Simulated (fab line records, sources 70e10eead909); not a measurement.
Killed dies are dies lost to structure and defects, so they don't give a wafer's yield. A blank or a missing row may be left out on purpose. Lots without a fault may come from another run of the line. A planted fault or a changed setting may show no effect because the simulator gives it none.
Chamber matching | flow nand_harc | NHARC_A_CHANNEL_HOLE_D2_DESCUM_15 on rie_diel-04: 4 sister chambers
The step chemistry O2, time 3 s. 14 wafers are shown with their chamber, then 7 later ones without.

WAFERS WITH THEIR CHAMBER
wafer  | chamber | drypump_motor_current_A (A) | oes_product_au (a.u.) | rf_vpp_V (V)
L074.2 | 2       | 6.7                         | 1.017                 | 56.5
L074.3 | 0       | 6.5                         | 1.003                 | 57.9
L074.6 | 0       | 6.5                         | 0.995                 | 58.4
L076.1 | 0       | 6.5                         | 1.001                 | 59.6
L076.5 | 3       | 5.4                         | 0.990                 | 57.4
L076.6 | 2       | 6.8                         | 1.010                 | 58.2
L077.1 | 2       | 6.8                         | 1.014                 | 57.8
L077.5 | 0       | 6.5                         | 0.994                 | 58.1
L077.6 | 3       | 5.4                         | 0.988                 | 57.9
L078.2 | 3       | 5.4                         | 0.983                 | 57.8
L078.5 | 3       | 5.4                         | 0.992                 | 57.0
L078.6 | 2       | 6.7                         | 1.005                 | 57.6
L080.1 | 1       | 6.7                         | 0.984                 | 57.3
L080.2 | 2       | 6.8                         | 1.020                 | 57.4

SIGNATURES (means of the wafers above)
reading                 | chamber 0 | chamber 1 | chamber 2 | chamber 3 | scatter within a chamber
drypump_motor_current_A | 6.500     | 6.700     | 6.760     | 5.400     | 0.0346
oes_product_au          | 0.99825   | 0.98400   | 1.01320   | 0.98825   | 0.00492
rf_vpp_V                | 58.500    | 57.300    | 57.500    | 57.525    | 0.62
Rule: a wafer's distance from a chamber is the root of the sum, over the readings, of the square of ((its reading less the chamber's mean) divided by the reading's scatter). The wafer belongs to the nearest chamber; if the next one is less than 2 further off, it can't be placed. The scatter: the root of (the sum of the squares of (reading less its chamber's mean) over the shown wafers, divided by (wafers less chambers)).

WAFERS WITHOUT THEIR CHAMBER
wafer  | drypump_motor_current_A (A) | oes_product_au (a.u.) | rf_vpp_V (V)
L080.6 | 6.5                         | 0.994                 | 58.8
L084.1 | 6.7                         | 1.014                 | 58.5
L084.2 | 6.6                         | 0.989                 | 58.8
L084.6 | 6.6                         | 0.995                 | 58.8
L091.2 | 6.5                         | 0.993                 | 58.6
L091.3 | 6.8                         | 1.016                 | 57.7
L091.5 | 6.5                         | 0.989                 | 56.8

WHICH CHAMBER EACH WENT THROUGH
wafer  | from the rows above     | in truth
L080.6 | 0                       | 0
L084.1 | 2                       | 2
L084.2 | can't be placed: 0 or 1 | 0
L084.6 | can't be placed: 0 or 1 | 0
L091.2 | 0                       | 0
L091.3 | 2                       | 2
L091.5 | 0                       | 0
Placed correctly: 5 of 7. Can't be placed from these rows: 2 (the true chamber is among the candidates in 2). Placed wrongly: 0.
